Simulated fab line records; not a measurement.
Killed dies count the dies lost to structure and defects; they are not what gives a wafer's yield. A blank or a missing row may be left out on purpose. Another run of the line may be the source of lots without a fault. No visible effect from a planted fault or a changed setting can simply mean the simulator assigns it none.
fab line records ; flow n5_finfet
record: lots: 11; wafers: 33; last_day: 18
route steps=1938 shown BEOL_M15@1820 MIM_TOP@1838 MIM_TOP_LITHO@1848 PASSIVATION@1936
lots with no fault: from the same line, run without faults
start_h: the number of hours between the record's first day and the start of the first shown wafer of the lot ; wait_h: hours elapsed since this lot's preceding step ; " same as the row above ; L1.1+2: one row covering several wafers at once ; - either no value or no given start ; * or withheld: withheld ; < > ~ a bound
route shown NAME@n: names a module that has steps shown in the file, with the first one's number in the route ; usual: average and standard deviation across the fault-free wafers ; same: alike in all rows ; chamber/n: place in a boat ; sites: each site's reading ; _std_site: the standard deviation of these ; _edge_site: mean of outer sites minus mean of inner sites ; radius_mm: how far each site lies from the wafer's centre ; mask NAME#n: copy n ; behind: the last tool/chamber to shape the wafer ; hold: why the lot was held/for how many hours/how that ended ; device: whichever transistor did not switch (one of n, p or np) ; end of line: the tests these same wafers got at the end of their route ; for a step that has no rows: nothing shown but its recipe ; killed: dies lost to structure and defects at the first sort, not the wafer's yield ; map: per-die view of a wafer (x killed, . not killed, _ where there is no die)
set.NAME: the setting as run; set.NAME@STEP: as run at that earlier step ; model.NAME: the simulator's own value behind a step, which no gauge read
one table for each step of the route and one row for each wafer, over a sample of lots
services: from which hour (start_h, from the record's first day; less than 0 if before it) a tool's chamber was out of use, for how many hours, and why
== steps ==
step: N5_BEOL_M15_SPUTTER_44
recipe: material: Ta; target_thk_a: 150; temp_c: 50; bias_v: 80; power_w: 15000; chamber_pressure_pa: 0.07; time_s: 24.19
usual: cathode_dc_power_W: 15000/3; throttle_valve_pct: 29.6/1
lot.wafer;tool;chamber;start_h;wait_h;cathode_dc_power_W;throttle_valve_pct
L346.1;pvd_sputter-02;-;252.87;0.0;15002;29.2
L346.2;pvd_sputter-02;-;252.87;0.0;14999;30.3
L346.4;pvd_sputter-02;-;252.87;0.0;15002;30.2
L344.2;pvd_sputter-03;-;255.54;0.0;15000;31.0
L344.3;pvd_sputter-03;-;255.54;0.0;15006;28.7
L344.4;pvd_sputter-03;-;255.54;0.0;14999;28.7
L345.3;pvd_sputter-02;-;271.81;0.0;14998;29.2
L345.4;pvd_sputter-02;-;271.81;0.0;14995;30.0
L345.5;pvd_sputter-02;-;271.81;0.0;14998;30.1
L352.4;pvd_sputter-02;-;298.95;0.0;15003;29.4
L352.5;pvd_sputter-02;-;298.95;0.0;14997;30.2
L352.6;pvd_sputter-02;-;298.95;0.0;15001;31.2
L357.1;pvd_sputter-02;-;340.15;0.0;14999;29.3
L357.3;pvd_sputter-02;-;340.15;0.0;15004;30.3
L357.4;pvd_sputter-02;-;340.15;0.0;14999;30.1
L361.2;pvd_sputter-03;-;352.14;0.0;14997;28.6
L361.3;pvd_sputter-03;-;352.14;0.0;15003;28.7
L361.6;pvd_sputter-03;-;352.14;0.0;14998;28.7
L364.1;pvd_sputter-03;-;368.47;0.0;15009;30.7
L364.2;pvd_sputter-03;-;368.47;0.0;14997;28.7
L364.4;pvd_sputter-03;-;368.47;0.0;14994;28.7
L363.1;pvd_sputter-02;-;374.20;0.0;15001;30.0
L363.2;pvd_sputter-02;-;374.20;0.0;14998;31.4
L363.4;pvd_sputter-02;-;374.20;0.0;15000;30.3
L365.2;pvd_sputter-02;-;379.00;0.0;15001;30.1
L365.3;pvd_sputter-02;-;379.00;0.0;15000;29.3
L365.4;pvd_sputter-02;-;379.00;0.0;14999;31.0
L366.3;pvd_sputter-03;-;404.38;0.0;15000;30.9
L366.5;pvd_sputter-03;-;404.38;0.0;15002;30.9
L366.6;pvd_sputter-03;-;404.38;0.0;15004;28.8
L367.1;pvd_sputter-01;-;404.38;0.0;15001;29.2
L367.4;pvd_sputter-01;-;404.38;0.0;15001;27.7
L367.5;pvd_sputter-01;-;404.38;0.0;14996;27.8
step: N5_BEOL_M15_DEP_53
recipe: material: SiCN; target_thk_a: 500; temp_c: withheld; precursor: 3MS/NH3; pressure_torr: 3; rf_w: 675; time_s: 17.8
usual: chamber_pressure_Torr: 3.001/0.0075; showerhead_plenum_p_Torr: 4.167/0.026; throttle_valve_pct: 18.2/0.63
lot.wafer;tool;chamber;start_h;wait_h;chamber_pressure_Torr;showerhead_plenum_p_Torr;throttle_valve_pct
L346.1;pecvd-02;1;253.97;0.0;2.997;4.162;17.3
L346.2;pecvd-02;0;253.97;0.0;3.006;4.165;18.9
L346.4;pecvd-02;0;253.97;0.0;2.998;4.150;18.6
L344.2;pecvd-03;0;256.78;0.0;2.995;4.198;18.4
L344.3;pecvd-03;2;256.78;0.0;3.003;4.121;17.3
L344.4;pecvd-03;2;256.78;0.0;3.002;4.128;17.4
L345.3;pecvd-02;0;272.90;0.0;3.002;4.151;19.0
L345.4;pecvd-02;0;272.90;0.0;2.988;4.158;18.6
L345.5;pecvd-02;2;272.90;0.0;3.006;4.183;18.7
L352.4;pecvd-01;1;301.17;0.0;3.008;4.142;19.0
L352.5;pecvd-01;0;301.17;0.0;3.013;4.189;17.8
L352.6;pecvd-01;1;301.17;0.0;3.003;4.154;19.1
L357.1;pecvd-03;2;341.44;0.0;3.004;4.123;17.3
L357.3;pecvd-03;1;341.44;0.0;3.008;4.176;18.6
L357.4;pecvd-03;2;341.44;0.0;3.005;4.122;17.2
L361.2;pecvd-03;2;353.24;0.0;2.998;4.124;17.5
L361.3;pecvd-03;1;353.24;0.0;3.004;4.178;18.3
L361.6;pecvd-03;1;353.24;0.0;3.003;4.176;18.3
L364.1;pecvd-03;2;369.82;0.0;2.999;4.127;17.3
L364.2;pecvd-03;1;369.82;0.0;2.991;4.174;18.6
L364.4;pecvd-03;1;369.82;0.0;2.996;4.176;18.7
L363.1;pecvd-02;0;375.29;0.0;2.999;4.155;18.6
L363.2;pecvd-02;2;375.29;0.0;2.998;4.189;19.0
L363.4;pecvd-02;1;375.29;0.0;3.010;4.160;17.5
L365.2;pecvd-03;2;380.23;0.0;2.990;4.119;17.6
L365.3;pecvd-03;0;380.23;0.0;2.994;4.195;18.8
L365.4;pecvd-03;0;380.23;0.0;2.994;4.203;18.6
L366.3;pecvd-02;0;405.50;0.0;2.997;4.153;18.7
L366.5;pecvd-02;0;405.50;0.0;3.012;4.158;18.6
L366.6;pecvd-02;2;405.50;0.0;3.002;4.203;18.7
L367.1;pecvd-03;1;405.53;0.0;3.003;4.164;18.4
L367.4;pecvd-03;1;405.53;0.0;3.009;4.171;18.4
L367.5;pecvd-03;2;405.53;0.0;3.014;4.121;17.6
step: N5_MIM_TOP_SPUTTER_03
recipe: material: TiN; target_thk_a: 350; temp_c: 200; power_w: 3000; chamber_pressure_pa: 0.49996; gas: Ar; reactive_partial_pa: 0.37997; time_s: 89.7
usual: cathode_dc_power_W: 3000.0/0.53; throttle_valve_pct: 29.7/1.1
lot.wafer;tool;chamber;start_h;wait_h;cathode_dc_power_W;throttle_valve_pct
L346.1;pvd_sputter-02;-;258.01;0.0;2999.4;29.2
L346.2;pvd_sputter-02;-;258.01;0.0;3001.1;30.4
L346.4;pvd_sputter-02;-;258.01;0.0;2999.5;30.3
L344.2;pvd_sputter-02;-;258.89;0.0;3000.4;31.2
L344.3;pvd_sputter-02;-;258.89;0.0;3000.7;30.2
L344.4;pvd_sputter-02;-;258.89;0.0;2999.8;29.2
L345.3;pvd_sputter-02;-;276.61;0.0;3000.2;30.4
L345.4;pvd_sputter-02;-;276.61;0.0;3001.0;29.3
L345.5;pvd_sputter-02;-;276.61;0.0;3000.2;30.2
L352.4;pvd_sputter-02;-;304.77;0.0;3000.7;30.3
L352.5;pvd_sputter-02;-;304.77;0.0;2999.2;29.2
L352.6;pvd_sputter-02;-;304.77;0.0;2999.9;30.2
L357.1;pvd_sputter-01;-;344.73;0.0;3000.6;27.7
L357.3;pvd_sputter-01;-;344.73;0.0;3000.2;28.0
L357.4;pvd_sputter-01;-;344.73;0.0;2999.6;30.5
L361.2;pvd_sputter-01;-;357.30;0.0;2999.9;27.9
L361.3;pvd_sputter-01;-;357.30;0.0;3000.5;29.2
L361.6;pvd_sputter-01;-;357.30;0.0;3000.5;30.5
L364.1;pvd_sputter-03;-;375.03;0.0;3001.5;31.3
L364.2;pvd_sputter-03;-;375.03;0.0;3000.7;28.7
L364.4;pvd_sputter-03;-;375.03;0.0;2999.0;28.7
L363.1;pvd_sputter-02;-;381.36;0.0;3000.0;31.2
L363.2;pvd_sputter-02;-;381.36;0.0;3000.2;30.2
L363.4;pvd_sputter-02;-;381.36;0.0;3000.1;29.3
L365.2;pvd_sputter-03;-;384.67;0.0;2999.8;28.9
L365.3;pvd_sputter-03;-;384.67;0.0;2999.6;28.8
L365.4;pvd_sputter-03;-;384.67;0.0;2999.8;30.8
L366.3;pvd_sputter-01;-;409.66;0.0;3000.1;27.7
L366.5;pvd_sputter-01;-;409.66;0.0;3000.0;30.7
L366.6;pvd_sputter-01;-;409.66;0.0;3000.0;28.0
L367.1;pvd_sputter-03;-;410.82;0.0;2999.6;28.9
L367.4;pvd_sputter-03;-;410.82;0.0;2999.6;28.4
L367.5;pvd_sputter-03;-;410.82;0.0;3000.9;28.6
step: N5_MIM_TOP_LITHO_OVL_MEAS_11
recipe: points_per_wafer: 44
usual: MIM_TOP_OVL: -1/5.1
lot.wafer;tool;chamber;start_h;wait_h;MIM_TOP_OVL[nm]
L346.1;overlay-02;0;258.56;0.0;-2
L346.2;overlay-02;0;258.56;0.0;-8
L346.4;overlay-02;0;258.56;0.0;-5
L344.2;overlay-01;0;259.45;0.0;4
L344.3;overlay-01;0;259.45;0.0;5
L344.4;overlay-01;0;259.45;0.0;6
L345.3;overlay-01;0;277.03;0.0;-12
L345.4;overlay-01;0;277.03;0.0;0
L345.5;overlay-01;0;277.03;0.0;-12
L352.4;overlay-02;0;305.19;0.0;-1
L352.5;overlay-02;0;305.19;0.0;-3
L352.6;overlay-02;0;305.19;0.0;-1
L357.1;overlay-02;0;345.16;0.0;2
L357.3;overlay-02;0;345.16;0.0;0
L357.4;overlay-02;0;345.16;0.0;-2
L361.2;overlay-02;0;357.84;0.0;-7
L361.3;overlay-02;0;357.84;0.0;-3
L361.6;overlay-02;0;357.84;0.0;-6
L364.1;overlay-02;0;375.45;0.0;-2
L364.2;overlay-02;0;375.45;0.0;-12
L364.4;overlay-02;0;375.45;0.0;-9
L363.1;overlay-01;0;381.79;0.0;-1
L363.2;overlay-01;0;381.79;0.0;-6
L363.4;overlay-01;0;381.79;0.0;-2
L365.2;overlay-02;0;385.09;0.0;-3
L365.3;overlay-02;0;385.09;0.0;11
L365.4;overlay-02;0;385.09;0.0;1
L366.3;overlay-01;0;410.09;0.0;1
L366.5;overlay-01;0;410.09;0.0;1
L366.6;overlay-01;0;410.09;0.0;0
L367.1;overlay-01;0;411.25;0.0;-1
L367.4;overlay-01;0;411.25;0.0;-2
L367.5;overlay-01;0;411.25;0.0;5
step: N5_MIM_TOP_LITHO_INSPECT_12
recipe: mode: adi; inspect_instrument: macro
usual: raw_defect_count: 1.9/1.2
lot.wafer;tool;chamber;start_h;wait_h;raw_defect_count
L346.1;defect_inspect-01;-;258.58;0.0;1
L346.2;defect_inspect-01;-;258.58;0.0;1
L346.4;defect_inspect-01;-;258.58;0.0;4
L344.2;defect_inspect-02;-;259.47;0.0;3
L344.3;defect_inspect-02;-;259.47;0.0;3
L344.4;defect_inspect-02;-;259.47;0.0;1
L345.3;defect_inspect-01;-;277.05;0.0;1
L345.4;defect_inspect-01;-;277.05;0.0;3
L345.5;defect_inspect-01;-;277.05;0.0;3
L352.4;defect_inspect-01;-;305.22;0.0;1
L352.5;defect_inspect-01;-;305.22;0.0;0
L352.6;defect_inspect-01;-;305.22;0.0;244
L357.1;defect_inspect-02;-;345.18;0.0;4
L357.3;defect_inspect-02;-;345.18;0.0;1
L357.4;defect_inspect-02;-;345.18;0.0;4
L361.2;defect_inspect-01;-;357.87;0.0;4
L361.3;defect_inspect-01;-;357.87;0.0;0
L361.6;defect_inspect-01;-;357.87;0.0;0
L364.1;defect_inspect-02;-;375.48;0.0;1
L364.2;defect_inspect-02;-;375.48;0.0;4
L364.4;defect_inspect-02;-;375.48;0.0;1
L363.1;defect_inspect-01;-;381.81;0.0;1
L363.2;defect_inspect-01;-;381.81;0.0;2
L363.4;defect_inspect-01;-;381.81;0.0;1
L365.2;defect_inspect-01;-;385.11;0.0;2
L365.3;defect_inspect-01;-;385.11;0.0;4
L365.4;defect_inspect-01;-;385.11;0.0;3
L366.3;defect_inspect-01;-;410.11;0.0;2
L366.5;defect_inspect-01;-;410.11;0.0;3
L366.6;defect_inspect-01;-;410.11;0.0;2
L367.1;defect_inspect-01;-;411.27;0.0;0
L367.4;defect_inspect-01;-;411.27;0.0;0
L367.5;defect_inspect-01;-;411.27;0.0;1
step: N5_PASSIVATION_PROBE_49
usual: defect_limited_yield: 91.0/1.5; killed_at_M0_to_M3: 34/9.1; killed_at_M4_up: 14/5.7; killed_at_contacts: 13/5.7; killed_at_front_end: 42/12; killed_at_other: 4/3.4; killed_dies: 106/17; killed_on_rim: 14/4.3; killed_open: 70/13; killed_short: 34/7.5; sort_bin_5_function: 5.2/0.94; sort_bin_6_memory: 3.4/0.69; sort_bin_8_speed: 0.00/0.029; sort_n_pass: 1074/17; sort_yield_pct: 91.0/1.5
same: gross_dies: 1180; killed_at_back_side: 0; sort_bin_4_leakage[%]: 0
lot.wafer;tool;chamber;start_h;wait_h;defect_limited_yield[%];killed_at_M0_to_M3;killed_at_M4_up;killed_at_contacts;killed_at_front_end;killed_at_other;killed_dies;killed_on_rim;killed_open;killed_short;sort_bin_5_function[%];sort_bin_6_memory[%];sort_bin_8_speed[%];sort_n_pass;sort_yield_pct[%]
L352.4;prober-02;-;314.52;0.2;91.3;27;9;16;45;6;103;15;66;37;5.3;3.1;0;1077;91.3
L352.5;prober-02;-;314.57;0.2;90.9;28;16;14;47;2;107;20;69;38;6.0;2.9;0;1073;90.9
L352.6;prober-02;-;314.62;0.3;83.3;35;17;18;27;100;197;12;66;36;9.8;5.8;0;983;83.3
L361.2;prober-01;-;368.43;0.1;92.9;28;12;16;28;0;84;16;54;27;4.7;2.4;0;1096;92.9
L361.3;prober-01;-;368.48;0.1;89.5;29;16;19;55;5;124;17;80;44;5.7;4.3;0;1056;89.5
L361.6;prober-01;-;368.63;0.3;90.0;32;12;10;60;4;118;8;74;39;5.5;3.9;0;1062;90.0
L363.1;prober-01;-;391.70;0.0;89.5;38;19;8;53;6;124;19;80;41;5.9;4.2;0;1056;89.5
L363.2;prober-01;-;391.75;0.1;90.5;21;13;5;70;3;112;12;85;26;5.7;3.7;0;1068;90.5
L363.4;prober-01;-;391.85;0.2;90.3;27;22;6;54;5;114;16;75;38;5.8;3.4;0;1066;90.3
killed by level:class
L352.4 MOL_CONTACT_COAG:geometric_particle:open=14 STI_FIN_REVEAL:geometric_particle:open=8 GATE_CUT:geometric_particle:short=7 BEOL_M0_SAQP:geometric_particle:short=7 BEOL_M3:geometric_particle:open=7 FIN_SAQP:geometric_particle:open=6 BEOL_M4:geometric_particle:open=6 FIN_SAQP:geometric_particle:short=5
L352.5 FIN_SAQP:geometric_particle:open=16 MOL_CONTACT_COAG:geometric_particle:open=11 BEOL_M4:geometric_particle:open=9 FIN_SAQP:geometric_particle:short=8 STI_FIN_REVEAL:geometric_particle:open=7 BEOL_M3:geometric_particle:open=7 BEOL_M2:geometric_particle:short=6 DUMMY_GATE:geometric_particle:open=4
L352.6 MIM_TOP:unspecified=95 MOL_CONTACT_COAG:geometric_particle:open=14 BEOL_M4:geometric_particle:open=13 BEOL_M0_SAQP:geometric_particle:open=8 BEOL_M0_SAQP:geometric_particle:short=8 FIN_SAQP:geometric_particle:short=7 BEOL_M3:geometric_particle:open=7 FIN_SAQP:geometric_particle:open=5
L361.2 MOL_CONTACT_COAG:geometric_particle:open=11 BEOL_M1:geometric_particle:open=8 GATE_CUT:geometric_particle:short=6 STI_FIN_REVEAL:geometric_particle:open=5 ILD0:geometric_particle:open=4 STARTING-WAFER:geometric_particle:open=4 MOL_CONTACT_COAG:geometric_particle:short=4 BEOL_M0_SAQP:geometric_particle:short=4
L361.3 MOL_CONTACT_COAG:geometric_particle:open=16 FIN_SAQP:geometric_particle:short=14 STI_FIN_REVEAL:geometric_particle:open=12 BEOL_M1:geometric_particle:open=11 BEOL_M3:geometric_particle:open=7 FIN_SAQP:geometric_particle:open=6 BEOL_M4:geometric_particle:open=6 DUMMY_GATE:geometric_particle:open=5
L361.6 FIN_SAQP:geometric_particle:short=12 STI_FIN_REVEAL:geometric_particle:open=9 FIN_SAQP:geometric_particle:open=8 BEOL_M1:geometric_particle:open=8 MOL_CONTACT_COAG:geometric_particle:open=8 BEOL_M3:geometric_particle:open=8 DUMMY_GATE:geometric_particle:open=6 GATE_CUT:geometric_particle:short=6
L363.1 BEOL_M3:geometric_particle:open=13 DUMMY_GATE:geometric_particle:open=12 BEOL_M4:geometric_particle:open=11 FIN_SAQP:geometric_particle:short=9 BEOL_M0_SAQP:geometric_particle:short=9 STI_FIN_REVEAL:geometric_particle:open=8 BEOL_M0_SAQP:geometric_particle:open=7 FIN_SAQP:geometric_particle:open=5
L363.2 DUMMY_GATE:geometric_particle:open=18 STI_FIN_REVEAL:geometric_particle:open=17 FIN_SAQP:geometric_particle:open=16 BEOL_M4:geometric_particle:open=10 BEOL_M0_SAQP:geometric_particle:open=7 BEOL_M0_SAQP:geometric_particle:short=6 GATE_CUT:geometric_particle:open=5 DUMMY_GATE:geometric_particle:short=4
L363.4 FIN_SAQP:geometric_particle:open=13 BEOL_M4:geometric_particle:open=11 FIN_SAQP:geometric_particle:short=10 STI_FIN_REVEAL:geometric_particle:open=8 DUMMY_GATE:geometric_particle:open=6 GATE_CUT:geometric_particle:short=6 MOL_CONTACT_COAG:geometric_particle:open=6 BEOL_M0_SAQP:geometric_particle:short=6
== services ==
tool;chamber;start_h;hours;kind
pecvd-03;-;261.81;1.5;repair
pecvd-01;2;269.11;12.2;repair
pecvd-01;2;300.55;5.5;scheduled_down
pecvd-01;2;327.12;5.4;repair
pvd_sputter-03;-;341.47;6.6;repair
pecvd-02;0;366.57;5.5;scheduled_down
pvd_sputter-01;-;369.52;4.6;repair
pecvd-01;-;379.79;2.8;pm
pvd_sputter-01;-;390.82;1.7;repair
pvd_sputter-03;-;393.43;2.3;repair
pecvd-02;-;397.98;0.2;repair
pecvd-02;1;403.30;5.7;repair
== key ==
first_sign: step: N5_MIM_TOP_LITHO_INSPECT_12; reading: raw_defect_count; direction: up; sigmas: 99+; usual: 1.9; struck: 244
effect: step: N5_PASSIVATION_PROBE_49; reading: killed_at_other; direction: up; sigmas: 28; usual: 4; struck: 100
more_kills_born_at: N5_MIM_TOP_SPUTTER_03@pvd_sputter-02: 95
met_at N5_MIM_TOP_SPUTTER_03
struck_lots L352
struck_wafers L352.6
not_acting_at N5_BEOL_M15_SPUTTER_44,N5_BEOL_M15_DEP_53,N5_MIM_TOP_LITHO_OVL_MEAS_11
onset_between 276.61 304.77
fault: kind: chamber_particle_source; tool: pvd_sputter-02; chamber: -; onset_h: 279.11; steps: N5_MIM_TOP_SPUTTER_03; rate_per_visit_cm2: 0.38861; end_h: 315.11; scope: struck_wafers_only
